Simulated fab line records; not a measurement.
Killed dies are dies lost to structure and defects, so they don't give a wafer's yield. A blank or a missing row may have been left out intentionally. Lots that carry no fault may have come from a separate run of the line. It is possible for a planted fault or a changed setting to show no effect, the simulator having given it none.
fab line records	flow n5-finfet
[record] lots = 4	wafers = 12	last-day = 18
route steps=1938 shown SD_EPI_P@296 SD_ACTIVATION@330 ILD0@335 BEOL_M4@1111 PASSIVATION@1936
lots with no fault: from the same line, run without faults
start-h: the number of hours between the record's first day and the start of the first shown wafer of the lot	wait-h: hours since the lot's step before	" as in the row above	L1.1+2: a row that stands for several wafers	- no value present, or no start provided	* or withheld: withheld	< > ~ a bound
route shown NAME@n: NAME is a module with steps in the file, n the number in the route of the first one	usual: average and standard deviation across the fault-free wafers	same: alike in all rows	chamber/n: place in a boat	sites: readings site by site	_std_site: their standard deviation	_edge_site: mean of outer sites minus mean of inner sites	radius-mm: for every site, how far away it sits from the centre of the wafer	mask NAME#n: copy n	behind: the last tool/chamber to shape the wafer	hold: why the lot went on hold/how many hours it stayed there/how the hold came to an end	device: transistor that didn't switch, given as n, p or np	end of line: at the end of the route, the tests of the same wafers	where a step has no rows: the recipe by itself	killed: count of dies lost to structure and defects at first sort (not the wafer's yield)	map: a wafer's dies, x killed, . not, _ none there
set.NAME: the run value of the setting; set.NAME@STEP: its run value at that earlier step	model.NAME: the simulator's own value behind a step, which no gauge read
lots seen at some steps along the route; tables by step, rows by wafer
services: the hour from which a tool's chamber was out of use, counted from the record's first day as start-h (under 0 if before that day), plus the number of hours and why
[[steps]]
[step N5_SD_EPI_P_COAT_35]
[recipe] resist = SiARC	temp-c = 220	time-s = 60	spin-rpm = 1500	resist-thk-nm = 35
[step N5_SD_EPI_P_COAT_03]
[recipe] resist = CAR-ArF-block	spin-rpm = 1500	resist-thk-nm = 150
[step N5_SD_EPI_P_EBR_05]
[recipe] solvent = PGMEA	ebr-width-mm = 1.5
[step N5_SD_EPI_P_SOFTBAKE_04]
[recipe] temp-c = 110	time-s = 60	resist = CAR-ArF-block
[step N5_SD_EPI_P_EXPOSE_06]
[recipe] mask-id = SD_P_BLK	na = 1.35	source-shape = conventional	sigma-outer = 0.8	polarization = unpolarized	target-cd-nm = 240	dose-mj = 39.5
[step N5_SD_EPI_P_PEB_07]
[recipe] peb-temp-c = 110	peb-time-s = 60	resist = CAR-ArF-block
[step N5_SD_EPI_P_DEVELOP_08]
[recipe] develop-time-s = 30	developer = TMAH	resist = CAR-ArF-block	dev-temp-c = 23	rinse-liquid = diw	dry = air-spin
[step N5_SD_EPI_P_DESCUM_14]
[recipe] chemistry = O2	time-s = 7.9	source-power-w = 50	bias-power-w = 20	pressure-mtorr = 20	rf-frequency-hz = 2.712e+07	temp-c = 40	resist = CAR-ArF-block	o2-flow-sccm = 225
[step N5_SD_EPI_P_ETCH_36]
[recipe] chemistry = CF4	target = SiARC	target-depth-a = 455	mask-material = CAR-ArF-block	time-s = 75.8	ion-energy-ev = 80	pressure-mtorr = 40	source-w = 545	bias-w = 36	Ar_flow_sccm = 100	cf4-flow-sccm = 100	ends = cleared
[step N5_SD_EPI_P_ETCH_37]
[recipe] chemistry = N2/H2	target = SOC	overetch-a = 1080	mask-material = SiARC	temp-c = 40	ion-energy-ev = 100	source-w = 3000	bias-w = 133	pressure-mtorr = 20	time-s = 486	n2-flow-sccm = 200	h2-flow-sccm = 200	ends = end-point
[usual] drypump-motor-current-A = 5.8/0.45	oes-product-au = 0.67/0.061	rf-vpp-V = 240.5/1.4	showerhead-plenum-p-Torr = 2.52/0.098	throttle-valve-pct = 24.0/0.31
lot.wafer	tool	chamber	start-h	wait-h	drypump-motor-current-A	oes-product-au	rf-hours-counter-h	rf-vpp-V	showerhead-plenum-p-Torr	throttle-valve-pct	model.SD_EPI_P.cd-nm	model.SiARC_of_SD_EPI_P_COAT_35.thk-nm
L914.1	rie-diel-06	1	85.27	0.0	6.2	0.69	129	242.7	2.66	24.2	239	19.4
L914.2	"	2	"	"	5.8	0.61	205	238.6	2.42	24.5	234.8	23.4
L914.3	"	0	"	"	5.5	0.62	212	239.1	2.40	24.2	235	23.4
L915.2	rie-diel-06	0	88.92	0.0	5.5	0.62	213	239.3	2.40	24.2	234.2	23.4
L915.3	"	2	"	"	5.8	0.61	206	240.1	2.42	24.5	233.4	23.4
L915.4	"	1	"	"	6.2	0.67	129	240.8	2.66	24.2	234.6	23.2
L926.3	rie-diel-06	2	157.68	0.0	5.8	0.63	228	238.6	2.41	24.5	238.2	19.6
L926.5	"	0	"	"	5.5	0.63	-	238.0	2.39	24.2	238.2	19.6
L926.6	"	1	"	"	6.2	0.68	-	242.0	2.65	24.2	239.2	19.2
L932.1	rie-diel-01	0	197.20	0.0	6.7	0.65	218	240.4	2.52	23.8	240	19.4
L932.3	"	1	"	"	4.9	0.63	209	240.1	2.62	23.9	240.6	19.6
L932.5	"	0	"	"	6.7	0.65	-	241.4	2.52	23.8	239.2	19.4
[step N5_SD_EPI_P_STRIP_38]
[recipe] chemistry = N2/H2	temp-c = 40	n2-flow-sccm = 200	h2-flow-sccm = 200	rf-frequency-hz = 6e+07
[step N5_SD_EPI_P_ETCHBACK_46]
[recipe] chemistry = CH3F/O2	mode = anisotropic-etchback	target = SiNx	target-depth-a = 175	stop-on = SiO2	over-etch-frac = 0.3	ion-energy-ev = 120	pressure-mtorr = 30	source-w = 395	bias-w = 73	Ar_flow_sccm = 150	CH3F_flow_sccm = 30	O2_flow_sccm = 20
[usual] drypump-motor-current-A = 5.8/0.46	oes_f_703_au = 0.75/0.064	oes-product-au = 0.64/0.059	rf-vpp-V = 297/5.9	showerhead-plenum-p-Torr = 1.99/0.073	throttle-valve-pct = 16.53/0.22
lot.wafer	tool	chamber	start-h	wait-h	drypump-motor-current-A	oes_f_703_au	oes-product-au	rf-hours-counter-h	rf-vpp-V	showerhead-plenum-p-Torr	throttle-valve-pct
L914.1	rie-diel-06	1	85.60	0.0	6.2	0.79	0.66	129	296	2.09	16.59
L914.2	"	2	"	"	5.8	0.73	0.28	205	293	1.89	16.70
L914.3	"	0	"	"	5.5	0.73	0.28	212	294	1.91	16.72
L915.2	rie-diel-06	0	89.25	0.0	5.5	0.73	0.28	213	293	1.91	16.70
L915.3	"	2	"	"	5.7	0.73	0.28	206	294	1.89	16.69
L915.4	"	1	"	"	6.2	0.79	0.35	130	297	2.09	16.55
L926.3	rie-diel-06	2	158.01	0.0	5.8	0.72	0.59	228	294	1.88	16.78
L926.5	"	0	"	"	5.5	0.71	0.61	-	292	1.91	16.81
L926.6	"	1	"	"	6.2	0.77	0.64	-	296	2.08	16.62
L932.1	rie-diel-01	0	197.53	0.0	6.7	0.74	0.62	218	292	1.98	16.44
L932.3	"	1	"	"	4.9	0.70	0.59	209	301	2.06	16.55
L932.5	"	0	"	"	6.7	0.74	0.62	-	292	1.99	16.46
[step N5_SD_EPI_P_ETCH_47]
[recipe] chemistry = CH3F/O2	target = SiOCN	target-depth-a = 250	mask-material = SOC	ion-energy-ev = 60	bias-w = 29	pressure-mtorr = 30	source-w = 410	Ar_flow_sccm = 150	CH3F_flow_sccm = 30	O2_flow_sccm = 20
[step N5_SD_EPI_P_ETCH_16]
[recipe] chemistry = CHF3/O2	target = SiO2	target-depth-a = 50	mask-material = SOC	pressure-mtorr = 30	source-w = 650	bias-w = 170	Ar_flow_sccm = 200	CHF3_flow_sccm = 50	O2_flow_sccm = 5	ion-energy-ev = 200
[usual] drypump-motor-current-A = 5.8/0.46	oes_f_703_au = 0.75/0.065	oes-product-au = 0.75/0.07	rf-vpp-V = 524/10	showerhead-plenum-p-Torr = 2.40/0.084	throttle-valve-pct = 19.07/0.22
lot.wafer	tool	chamber	start-h	wait-h	drypump-motor-current-A	oes_f_703_au	oes-product-au	rf-hours-counter-h	rf-vpp-V	showerhead-plenum-p-Torr	throttle-valve-pct	model.SiARC_of_SD_EPI_P_COAT_35.thk-nm
L914.1	rie-diel-06	1	85.80	0.1	6.2	0.80	0.78	129	523	2.51	19.12	11
L914.2	"	2	"	"	5.8	0.73	0.71	205	516	2.28	19.27	15.4
L914.3	"	0	"	"	5.5	0.73	0.72	212	517	2.31	19.31	15.4
L915.2	rie-diel-06	0	89.45	0.1	5.5	0.72	0.73	213	515	2.31	19.31	15.4
L915.3	"	2	"	"	5.8	0.73	0.71	206	516	2.28	19.28	15.6
L915.4	"	1	"	"	6.2	0.80	0.78	130	522	2.51	19.12	15
L926.3	rie-diel-06	2	158.21	0.1	5.8	0.71	0.69	228	516	2.27	19.31	11.8
L926.5	"	0	"	"	5.4	0.70	0.70	-	515	2.30	19.36	11.6
L926.6	"	1	"	"	6.2	0.78	0.76	-	524	2.50	19.16	10.8
L932.1	rie-diel-01	0	197.73	0.1	6.7	0.73	0.73	218	516	2.39	18.96	11.4
L932.3	"	1	"	"	4.9	0.70	0.69	209	531	2.48	19.07	11.6
L932.5	"	0	"	"	6.7	0.74	0.73	-	516	2.39	18.98	11.2
[step N5_SD_EPI_P_STRIP_50]
[recipe] chemistry = CHF3/O2	resist = SiARC	rf-frequency-hz = 6e+07
[step N5_SD_EPI_P_SD_RECESS_17]
[recipe] chemistry = HBr/Cl2/O2	target-depth-a = 391	bt-time-s = 3	pressure-mtorr = 10	icp-w = 800	bias-w = 112	HBr_flow_sccm = 150	Cl2_flow_sccm = 80	O2_flow_sccm = 12
[usual] drypump-motor-current-A = 5.6/0.48	oes-product-au = 1.007/0.014	throttle-valve-pct = 37.0/0.34
lot.wafer	tool	chamber	start-h	wait-h	drypump-motor-current-A	oes-product-au	rf-hours-counter-h	throttle-valve-pct	model.SD_EPI_P.cd-nm
L914.1	rie-si-01	2	85.87	0.0	5.3	1.016	155	36.6	239.2
L914.2	"	3	"	"	5.7	0.986	16	36.9	234.6
L914.3	"	0	"	"	5.7	1.002	113	37.1	235
L915.2	rie-si-04	1	89.52	0.0	5.4	0.999	126	37.1	234
L915.3	"	2	"	"	5.9	1.011	8	37.3	233.2
L915.4	"	3	"	"	5.3	0.983	84	37.6	234.4
L926.3	rie-si-06	1	158.28	0.0	4.8	1.035	38	36.5	238
L926.5	"	1	"	"	4.8	1.033	-	36.5	238.2
L926.6	"	2	"	"	5.9	1.035	-	36.7	239
L932.1	rie-si-04	0	197.80	0.0	5.6	1.014	171	37.8	240
L932.3	"	3	"	"	5.3	0.990	86	37.6	240.4
L932.5	"	1	"	"	5.4	1.011	-	37.1	239.2
[step N5_SD_EPI_P_WET_ETCH_45]
[recipe] chemistry = dHF	dilution = withheld	time-s = 10.7	target = SiO2	target-depth-a = 20	temp-c = 25	dry = ipa-marangoni	rinse-time-s = 30	rinse-temp-c = 23
[step N5_SD_EPI_P_STRIP_40]
[recipe] chemistry = N2/H2	power-w = 1000	temp-c = 250	h2-frac = 0.65	overash-fraction = 0.3	pressure-mtorr = withheld	n2-flow-sccm = 1750	h2-flow-sccm = 3250
[step N5_SD_EPI_P_PRECLEAN_52]
[recipe] chemistry = O3/DIW	time-s = 60	temp-c = 22	o3-ppm = 10
[step N5_SD_EPI_P_SRD_20]
[recipe] dry = ipa-marangoni	do-ppb = 5	time-s = 30	temp-c = 23	rinse-liquid = diw
[step N5_SD_EPI_P_PRECLEAN_51]
[recipe] chemistry = NF3:NH3	afs-cycles = 1	temp-c = 30	time-s = 20	sublimation-temp-c = 180	sublimation-time-s = 60	pressure-torr = 3	rf-power-w = 30
[step N5_SD_EPI_P_VAPOR_ETCH_44]
[recipe] chemistry = NF3/Ar	target = SiGe30	temp-c = 25	time-s = 3.3	mode = isotropic
[step N5_SD_EPI_P_EPI_21]
[recipe] material = SiGe:B	dopant = B	temp-c = 550	pressure-torr = 20	ambient = H2	time-s = 355
[step N5_SD_EPI_P_HM_STRIP_48]
[recipe] chemistry = H3PO4	temp-c = 160	material = SiNx	target = SiNx	target-depth-a = 30	overetch-fraction = 0.3
[step N5_SD_EPI_P_SRD_49]
[recipe] dry = ipa-marangoni	time-s = 30	temp-c = 23	rinse-liquid = diw
[step N5_SD_EPI_P_PRECLEAN_24]
[recipe] chemistry = O3/DIW	time-s = 45	temp-c = 22	o3-ppm = 10
[step N5_SD_EPI_P_PRECLEAN_32]
[recipe] chemistry = dHF	time-s = 10	dilution = 500:1	temp-c = 25
[step N5_SD_EPI_P_PRECLEAN_33]
[recipe] chemistry = SC2	time-s = 45	temp-c = 35	mix = 1:1:50
[step N5_SD_EPI_P_SRD_25]
[recipe] time-s = 30	temp-c = 23	rinse-liquid = diw	dry = ipa-marangoni
[step N5_SD_ACTIVATION_RTA_00]
[recipe] temp-c = 975	time-s = 0	ambient = N2	idle-temp-c = 600	ramp-up-c-per-s = 150	ramp-down-c-per-s = 60	cool-to-c = 600
[step N5_SD_ACTIVATION_LSA_01]
[recipe] temp-c = 1080	time-s = 0.0008	ambient = N2
[step N5_ILD0_LINER_00]
[recipe] material = SiNx	target-thk-a = 40	temp-c = 400	ald-precursor-family = SiH2I2	ald-co-reactant = N2/H2-plasma	pulse-time-s = 1	purge-time-s = 2	co-reactant-purge-time-s = 2	ald-cycles = 80	pressure-torr = 2
[step N5_ILD0_FCVD_FILL_01]
[recipe] material = SiO2_flowable	target-thk-a = 2000	temp-c = 100	pressure-torr = 0.8	rf-w = 2000	time-s = 328.3
[step N5_ILD0_CURE_02]
[recipe] temp-c = 450	time-s = 1800	ambient = steam	idle-temp-c = 400	ramp-up-c-per-min = 5	ramp-down-c-per-min = 3	densification-p-h2o-torr = 640
[step N5_BEOL_M4_RC_MEAS_101]
[usual] DIBL_N = 35.1/1.5	DIBL_P = 35.2/2	IOFF_N = 0.146/0.028	IOFF_P = 0.20/0.036	ION_N = 670/12	ION_P = 462/8.2	SS_N = 71.2/0.63	SS_P = 73.1/0.7	VT_N = 250/3.6	VT_P = -251/3.3
lot.wafer	tool	chamber	start-h	wait-h	DIBL_N[mV/V]	DIBL_P[mV/V]	IOFF_N[nA/um]	IOFF_P[nA/um]	ION_N[uA/um]	ION_P[uA/um]	SS_N[mV/dec]	SS_P[mV/dec]	VT_N[mV]	VT_P[mV]
L914.1	prober-02	0	194.12	0.0	37.6	38.5	0.199	0.21	656	449	72.6	74.2	251	-252
L926.3	prober-02	0	272.52	0.3	32.5	32.0	0.099	0.15	653	464	71.1	72.2	257	-256
L926.5	"	0	"	"	35.2	34.5	0.137	0.18	678	465	71.2	72.5	252	-250
L926.6	"	0	"	"	32.8	32.4	0.103	0.15	659	453	70.4	72.8	259	-256
L932.1	prober-01	0	327.70	0.0	31.6	31.8	0.105	0.16	672	466	70.7	71.2	254	-253
L932.3	"	0	"	"	34.1	34.6	0.129	0.18	656	457	71.5	73.2	252	-252
L932.5	"	0	"	"	34.3	35.0	0.138	0.19	659	459	70.6	72.0	249	-251
[step N5_PASSIVATION_PROBE_49]
[usual] defect-limited-yield = 91.4/1.4	killed_at_M0_to_M3 = 32/10	killed_at_M4_up = 13/5.6	killed-at-contacts = 13/6.6	killed-at-front-end = 39/13	killed-at-other = 3.4/2.8	killed-dies = 101/17	killed-on-rim = 14/4.5	killed-open = 66/13	killed-short = 33/7	sort_bin_5_function = 5.0/0.93	sort_bin_6_memory = 3.2/0.65	sort-n-pass = 1078/17	sort-yield-pct = 91.4/1.4
[same] gross-dies = 1180	killed-at-back-side = 0	sort_bin_4_leakage[%] = 0	sort_bin_8_speed[%] = 0
lot.wafer	tool	chamber	start-h	wait-h	defect-limited-yield[%]	killed_at_M0_to_M3	killed_at_M4_up	killed-at-contacts	killed-at-front-end	killed-at-other	killed-dies	killed-on-rim	killed-open	killed-short	sort_bin_5_function[%]	sort_bin_6_memory[%]	sort-n-pass	sort-yield-pct[%]
L914.1	prober-01	-	305.80	0.0	91.5	18	22	14	39	7	100	12	65	32	4.4	3.7	1080	91.5
L914.2	prober-01	-	305.85	0.1	0	20	20	17	1117	6	1180	152	71	15	97.4	2.6	0	0
L914.3	prober-01	-	305.90	0.1	0.3	26	26	17	1103	4	1176	150	70	29	96.4	3.1	4	0.3
L915.2	prober-02	-	325.04	0.1	0	14	3	16	1146	1	1180	152	40	18	97.6	2.1	0	0
L915.3	prober-02	-	325.09	0.1	0	19	8	14	1139	0	1180	152	59	27	97.2	2.5	0	0
L915.4	prober-02	-	325.14	0.2	0.8	31	14	14	1111	1	1171	145	80	28	95.6	3.2	9	0.8
L926.3	prober-02	-	383.19	0.1	94.2	36	8	9	13	3	69	14	51	16	3.5	2.1	1111	94.2
L926.5	prober-02	-	383.29	0.2	92.5	30	4	14	37	3	88	11	63	25	4.4	2.5	1092	92.5
L926.6	prober-02	-	383.34	0.3	94.4	18	17	5	26	0	66	7	38	27	3.6	1.9	1114	94.4
// killed by level:class
L914.1 MOL_CONTACT_COAG:geometric-particle:open=10 FIN_SAQP:geometric-particle:short=8 BEOL_M2:geometric-particle:open=7 BEOL_M4:geometric-particle:open=7 BEOL_M5:geometric-particle:open=7 STI_FIN_REVEAL:geometric-particle:open=6 FIN_SAQP:geometric-particle:open=5 DUMMY_GATE:geometric-particle:open=5
L914.2 SD_EPI_P:area-etch=1093 MOL_CONTACT_COAG:geometric-particle:open=15 BEOL_M0_SAQP:geometric-particle:open=8 BEOL_M4:geometric-particle:open=7 DUMMY_GATE:geometric-particle:open=6 BEOL_M3:geometric-particle:open=6 BEOL_M8:geometric-particle:open=5 STI_FIN_REVEAL:geometric-particle:open=4
L914.3 SD_EPI_P:area-etch=1076 BEOL_M4:geometric-particle:open=11 MOL_CONTACT_COAG:geometric-particle:open=10 FIN_SAQP:geometric-particle:short=9 BEOL_M2:geometric-particle:open=9 MOL_CONTACT_COAG:geometric-particle:short=7 BEOL_M5:geometric-particle:open=7 FIN_SAQP:geometric-particle:open=5
L915.2 SD_EPI_P:area-etch=1119 MOL_CONTACT_COAG:geometric-particle:open=12 STI_FIN_REVEAL:geometric-particle:open=7 FIN_SAQP:geometric-particle:open=4 MOL_CONTACT_COAG:geometric-particle:short=4 BEOL_M0_SAQP:geometric-particle:open=4 FIN_SAQP:geometric-particle:short=3 BEOL_M0:geometric-particle:open=3
L915.3 SD_EPI_P:area-etch=1091 STI_FIN_REVEAL:geometric-particle:open=13 MOL_CONTACT_COAG:geometric-particle:open=13 FIN_SAQP:geometric-particle:open=6 FIN_SAQP:geometric-particle:short=6 GATE_CUT:geometric-particle:short=6 STI_FIN_REVEAL:geometric-particle:short=5 BEOL_M1:geometric-particle:open=5
L915.4 SD_EPI_P:area-etch=1062 STI_FIN_REVEAL:geometric-particle:open=16 MOL_CONTACT_COAG:geometric-particle:open=12 BEOL_M0_SAQP:geometric-particle:open=8 BEOL_M3:geometric-particle:open=6 DUMMY_GATE:geometric-particle:open=5 BEOL_M2:geometric-particle:open=5 BEOL_M8:geometric-particle:open=5
L926.3 BEOL_M0_SAQP:geometric-particle:open=12 MOL_CONTACT_COAG:geometric-particle:open=6 BEOL_M0_SAQP:geometric-particle:short=6 BEOL_M1:geometric-particle:open=6 BEOL_M3:geometric-particle:open=5 GATE_CUT:geometric-particle:open=4 DUMMY_GATE:geometric-particle:open=3 MOL_CONTACT_COAG:geometric-particle:short=3
L926.5 BEOL_M1:geometric-particle:open=11 STI_FIN_REVEAL:geometric-particle:open=9 MOL_CONTACT_COAG:geometric-particle:open=9 BEOL_M3:geometric-particle:open=7 MOL_CONTACT_COAG:geometric-particle:short=5 STI_FIN_REVEAL:geometric-particle:short=4 DUMMY_GATE:geometric-particle:open=4 ILD0:geometric-particle:open=4
L926.6 BEOL_M4:geometric-particle:short=6 MOL_CONTACT_COAG:geometric-particle:open=5 BEOL_M4:geometric-particle:open=5 GATE_CUT:geometric-particle:short=4 BEOL_M0_SAQP:geometric-particle:open=4 BEOL_M1:geometric-particle:open=4 STARTING-WAFER:geometric-particle:open=4 FIN_SAQP:geometric-particle:open=3
// map L914.2 (x killed, . not)
_________________xxxxxxxxxxxx________________
______________xxxxxxxxxxxxxxxxxx_____________
___________xxxxxxxxxxxxxxxxxxxxxxxx__________
__________xxxxxxxxxxxxxxxxxxxxxxxxxx_________
________xxxxxxxxxxxxxxxxxxxxxxxxxxxxxx_______
_______xxxxxxxxxxxxxxxxxxxxxxxxxxxxxxxx______
______xxxxxxxxxxxxxxxxxxxxxxxxxxxxxxxxxx_____
_____xxxxxxxxxxxxxxxxxxxxxxxxxxxxxxxxxxxx____
____xxxxxxxxxxxxxxxxxxxxxxxxxxxxxxxxxxxxxx___
___xxxxxxxxxxxxxxxxxxxxxxxxxxxxxxxxxxxxxxxx__
___xxxxxxxxxxxxxxxxxxxxxxxxxxxxxxxxxxxxxxxx__
__xxxxxxxxxxxxxxxxxxxxxxxxxxxxxxxxxxxxxxxxxx_
__xxxxxxxxxxxxxxxxxxxxxxxxxxxxxxxxxxxxxxxxxx_
_xxxxxxxxxxxxxxxxxxxxxxxxxxxxxxxxxxxxxxxxxxxx
_xxxxxxxxxxxxxxxxxxxxxxxxxxxxxxxxxxxxxxxxxxxx
_xxxxxxxxxxxxxxxxxxxxxxxxxxxxxxxxxxxxxxxxxxxx
_xxxxxxxxxxxxxxxxxxxxxxxxxxxxxxxxxxxxxxxxxxxx
_xxxxxxxxxxxxxxxxxxxxxxxxxxxxxxxxxxxxxxxxxxxx
_xxxxxxxxxxxxxxxxxxxxxxxxxxxxxxxxxxxxxxxxxxxx
_xxxxxxxxxxxxxxxxxxxxxxxxxxxxxxxxxxxxxxxxxxxx
_xxxxxxxxxxxxxxxxxxxxxxxxxxxxxxxxxxxxxxxxxxxx
__xxxxxxxxxxxxxxxxxxxxxxxxxxxxxxxxxxxxxxxxxx_
__xxxxxxxxxxxxxxxxxxxxxxxxxxxxxxxxxxxxxxxxxx_
___xxxxxxxxxxxxxxxxxxxxxxxxxxxxxxxxxxxxxxxx__
___xxxxxxxxxxxxxxxxxxxxxxxxxxxxxxxxxxxxxxxx__
____xxxxxxxxxxxxxxxxxxxxxxxxxxxxxxxxxxxxxx___
_____xxxxxxxxxxxxxxxxxxxxxxxxxxxxxxxxxxxx____
______xxxxxxxxxxxxxxxxxxxxxxxxxxxxxxxxxx_____
_______xxxxxxxxxxxxxxxxxxxxxxxxxxxxxxxx______
________xxxxxxxxxxxxxxxxxxxxxxxxxxxxxx_______
__________xxxxxxxxxxxxxxxxxxxxxxxxxx_________
___________xxxxxxxxxxxxxxxxxxxxxxxx__________
______________xxxxxxxxxxxxxxxxxx_____________
_________________xxxxxxxxxxxx________________
// map L915.2 (x killed, . not)
_________________xxxxxxxxxxxx________________
______________xxxxxxxxxxxxxxxxxx_____________
___________xxxxxxxxxxxxxxxxxxxxxxxx__________
__________xxxxxxxxxxxxxxxxxxxxxxxxxx_________
________xxxxxxxxxxxxxxxxxxxxxxxxxxxxxx_______
_______xxxxxxxxxxxxxxxxxxxxxxxxxxxxxxxx______
______xxxxxxxxxxxxxxxxxxxxxxxxxxxxxxxxxx_____
_____xxxxxxxxxxxxxxxxxxxxxxxxxxxxxxxxxxxx____
____xxxxxxxxxxxxxxxxxxxxxxxxxxxxxxxxxxxxxx___
___xxxxxxxxxxxxxxxxxxxxxxxxxxxxxxxxxxxxxxxx__
___xxxxxxxxxxxxxxxxxxxxxxxxxxxxxxxxxxxxxxxx__
__xxxxxxxxxxxxxxxxxxxxxxxxxxxxxxxxxxxxxxxxxx_
__xxxxxxxxxxxxxxxxxxxxxxxxxxxxxxxxxxxxxxxxxx_
_xxxxxxxxxxxxxxxxxxxxxxxxxxxxxxxxxxxxxxxxxxxx
_xxxxxxxxxxxxxxxxxxxxxxxxxxxxxxxxxxxxxxxxxxxx
_xxxxxxxxxxxxxxxxxxxxxxxxxxxxxxxxxxxxxxxxxxxx
_xxxxxxxxxxxxxxxxxxxxxxxxxxxxxxxxxxxxxxxxxxxx
_xxxxxxxxxxxxxxxxxxxxxxxxxxxxxxxxxxxxxxxxxxxx
_xxxxxxxxxxxxxxxxxxxxxxxxxxxxxxxxxxxxxxxxxxxx
_xxxxxxxxxxxxxxxxxxxxxxxxxxxxxxxxxxxxxxxxxxxx
_xxxxxxxxxxxxxxxxxxxxxxxxxxxxxxxxxxxxxxxxxxxx
__xxxxxxxxxxxxxxxxxxxxxxxxxxxxxxxxxxxxxxxxxx_
__xxxxxxxxxxxxxxxxxxxxxxxxxxxxxxxxxxxxxxxxxx_
___xxxxxxxxxxxxxxxxxxxxxxxxxxxxxxxxxxxxxxxx__
___xxxxxxxxxxxxxxxxxxxxxxxxxxxxxxxxxxxxxxxx__
____xxxxxxxxxxxxxxxxxxxxxxxxxxxxxxxxxxxxxx___
_____xxxxxxxxxxxxxxxxxxxxxxxxxxxxxxxxxxxx____
______xxxxxxxxxxxxxxxxxxxxxxxxxxxxxxxxxx_____
_______xxxxxxxxxxxxxxxxxxxxxxxxxxxxxxxx______
________xxxxxxxxxxxxxxxxxxxxxxxxxxxxxx_______
__________xxxxxxxxxxxxxxxxxxxxxxxxxx_________
___________xxxxxxxxxxxxxxxxxxxxxxxx__________
______________xxxxxxxxxxxxxxxxxx_____________
_________________xxxxxxxxxxxx________________
[[services]]
tool	chamber	start-h	hours	kind
rie-si-06	1	61.45	3.2	repair
rie-si-06	2	84.73	-	clean
rie-si-06	2	84.73	18.2	scheduled-down
rie-si-06	2	84.73	18.2	vent-cycle
rie-diel-06	3	115.07	1.5	repair
rie-si-01	1	127.33	14.0	repair
rie-si-04	-	143.31	15.6	pm
rie-diel-06	1	147.10	9.0	repair
rie-diel-01	3	161.06	3.2	repair
rie-diel-06	0	162.19	6.6	repair
rie-diel-01	3	173.24	-	clean
rie-diel-01	3	173.24	-	consumable-replace:focus-ring
rie-diel-01	3	173.24	21.0	scheduled-down
rie-diel-01	3	173.24	21.0	vent-cycle
[[key]]
[first-sign] step = N5_SD_EPI_P_ETCHBACK_46	reading = oes-product-au	direction = down	sigmas = 5.9	usual = 0.64	struck = 0.29
[effect] step = N5_PASSIVATION_PROBE_49	reading = sort_bin_5_function	direction = up	sigmas = 98	usual = 5.0	struck = 96.8
[model-effect] step = N5_SD_EPI_P_ETCH_37	value = SD_EPI_P.cd-nm	without = 238	struck = 234.4
[model-effect] step = N5_SD_EPI_P_ETCH_16	value = SiARC_of_SD_EPI_P_COAT_35.thk-nm	without = 11.8	struck = 15.36
[model-effect] step = N5_SD_EPI_P_SD_RECESS_17	value = SD_EPI_P.cd-nm	without = 237.9	struck = 234.2
[more-kills-born-at] N5_SD_EPI_P_ETCH_37@rie-diel-06 = 5441
met-at N5_SD_EPI_P_ETCH_37
struck-wafers L914.2,L914.3,L915.2,L915.3,L915.4
later-rows-left-out L914.2,L914.3,L915.2,L915.3,L915.4
[fault] kind = process-parameter-drift	tool = rie-diel-06	chamber = -	onset-h = 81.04	steps = N5_SD_EPI_P_ETCH_37	channel = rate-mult	offset = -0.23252	shape = step	end-h = 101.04	scope = struck-wafers-only
// later-rows-left-out: the simulator's readings of these wafers behind a module that went badly wrong aren't trusted and aren't shown, but for the sort
